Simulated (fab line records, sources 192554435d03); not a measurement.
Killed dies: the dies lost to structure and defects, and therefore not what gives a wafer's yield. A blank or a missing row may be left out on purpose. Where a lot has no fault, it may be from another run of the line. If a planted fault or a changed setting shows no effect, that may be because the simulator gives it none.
Split-lot experiment + flow n5_finfet + 21 wafers read from 7 lots, route of 1938 steps

THE SPLIT ITSELF
At N5_BEOL_M15_COAT_60 (time 60 s, resist thk 89 nm), the setting spin_rpm was moved away from the recipe's 1500 rpm on 9 of the 21 wafers read, by -8.3% to +10.9%. For the rest of the wafers, this setting stayed at what the recipe calls for.

FROM THE SPLIT TO THE READING: what the file shows between them, 4 steps
- N5_BEOL_M15_COAT_22: resist thk 800 nm (also split here: spin_rpm)
- N5_BEOL_M15_EBR_24
- N5_BEOL_M15_SOFTBAKE_23: time 60 s
- N5_BEOL_M15_DESCUM_33: chemistry O2, time 7.9 s

THE READING
etch.depth_nm (the simulator's own value, which no gauge read), in nm, at N5_BEOL_M15_ETCH_61 (etches BARC in N2/H2, target depth 89 nm, overetch 26.7 nm, time 67.9 s). There is no usual value for it anywhere in the file. Across the 12 wafers here that went through the recipe, the average is 88.96 nm and the standard deviation 0.22 nm.

| wafer  | tool, chamber at the split | spin_rpm as run, rpm | against the recipe | etch.depth_nm, nm | against lot-mates on the recipe |
|--------|----------------------------|----------------------|--------------------|-------------------|---------------------------------|
| L074.2 | litho_track-04, 0          | 1500                 | recipe             | 88.6              | -                               |
| L074.4 | litho_track-04, 0          | 1663                 | +10.9%             | 84.14             | -4.46                           |
| L074.6 | litho_track-04, 0          | 1663                 | +10.9%             | 84.48             | -4.12                           |
| L076.1 | litho_track-03, 0          | 1376                 | -8.3%              | 93.08             | +3.86                           |
| L076.2 | litho_track-03, 0          | 1376                 | -8.3%              | 93.22             | +4.00                           |
| L076.4 | litho_track-03, 0          | 1500                 | recipe             | 89.22             | -                               |
| L077.1 | litho_track-04, 0          | 1500                 | recipe             | 88.94             | -                               |
| L077.2 | litho_track-04, 0          | 1500                 | recipe             | 88.68             | -                               |
| L077.6 | litho_track-04, 0          | 1500                 | recipe             | 88.99             | -                               |
| L085.1 | litho_track-04, 0          | 1605                 | +7.0%              | 85.98             | -2.91                           |
| L085.5 | litho_track-04, 0          | 1605                 | +7.0%              | 86.16             | -2.73                           |
| L085.6 | litho_track-04, 0          | 1500                 | recipe             | 88.89             | -                               |
| L089.1 | litho_track-03, 0          | 1500                 | recipe             | 89.11             | -                               |
| L089.3 | litho_track-03, 0          | 1500                 | recipe             | 88.98             | -                               |
| L089.6 | litho_track-03, 0          | 1500                 | recipe             | 89.38             | -                               |
| L096.1 | litho_track-02, 0          | 1646                 | +9.7%              | 85.38             | -3.80                           |
| L096.4 | litho_track-02, 0          | 1646                 | +9.7%              | 85.41             | -3.77                           |
| L096.5 | litho_track-02, 0          | 1500                 | recipe             | 89.18             | -                               |
| L095.1 | litho_track-02, 0          | 1500                 | recipe             | 88.8              | -                               |
| L095.2 | litho_track-02, 0          | 1599                 | +6.6%              | 86.23             | -2.56                           |
| L095.6 | litho_track-02, 0          | 1500                 | recipe             | 88.78             | -                               |

FIT RESULTS
A straight line over all 21 wafers: etch.depth_nm changes by -0.433 nm for each +1% of spin_rpm; r = -0.99; the points scatter about the line by 0.31 nm.
The same after taking each lot's own level away (the mean of its wafers on the recipe; 21 wafers): -0.417 nm for each +1%; r = -1.00; scatter 0.2 nm.
That fit puts the effect of the largest move of spin_rpm on the reading at 4.5 nm.
Across the lots, their own levels run from 88.600 to 89.220 nm, a range of 2.8 times the standard deviation given above.
The two slopes agree, so the slope changes little with the lot-to-lot level.
Check: with one of the wafers moved furthest among these (+10.9%) left out of the fit, the line predicts -4.41 nm for it against its lot-mates. It came out at -4.46 nm against them.

OTHER SPLITS ON THESE WAFERS
These wafers also went through other splits before the reading. Each is held against what the fit with the lots' levels taken away leaves over:
| other split on the same wafers | wafers away from the commonest value | r with etch.depth_nm (lot level and that fit taken away) |
|--------------------------------|--------------------------------------|----------------------------------------------------------|
| N5_BEOL_M14_EXPOSE_07 dose_mj  | 8                                    | +0.03                                                    |
| N5_BEOL_M15_COAT_22 spin_rpm   | 4                                    | -0.15                                                    |

THE WHOLE CHAIN: every reading that the file lists as answering this split, in the file's order
| step                | what it does                                                            | reading                                                                          | change (the file's fit)               | r (the file's) |
|---------------------|-------------------------------------------------------------------------|----------------------------------------------------------------------------------|---------------------------------------|----------------|
| N5_BEOL_M15_COAT_60 | time 60 s, resist thk 89 nm                                             | BARC_of_BEOL_M15_COAT_60.thk_nm (the simulator's own value, which no gauge read) | -0.407 nm for each +1% of the setting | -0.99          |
| N5_BEOL_M15_ETCH_61 | etches BARC in N2/H2, target depth 89 nm, overetch 26.7 nm, time 67.9 s | etch.depth_nm (the simulator's own value, which no gauge read)                   | -0.408 nm for each +1% of the setting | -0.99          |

THE FILE'S OWN FIT
etch.depth_nm changes by -0.408 nm for each +1% of spin_rpm, r = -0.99.
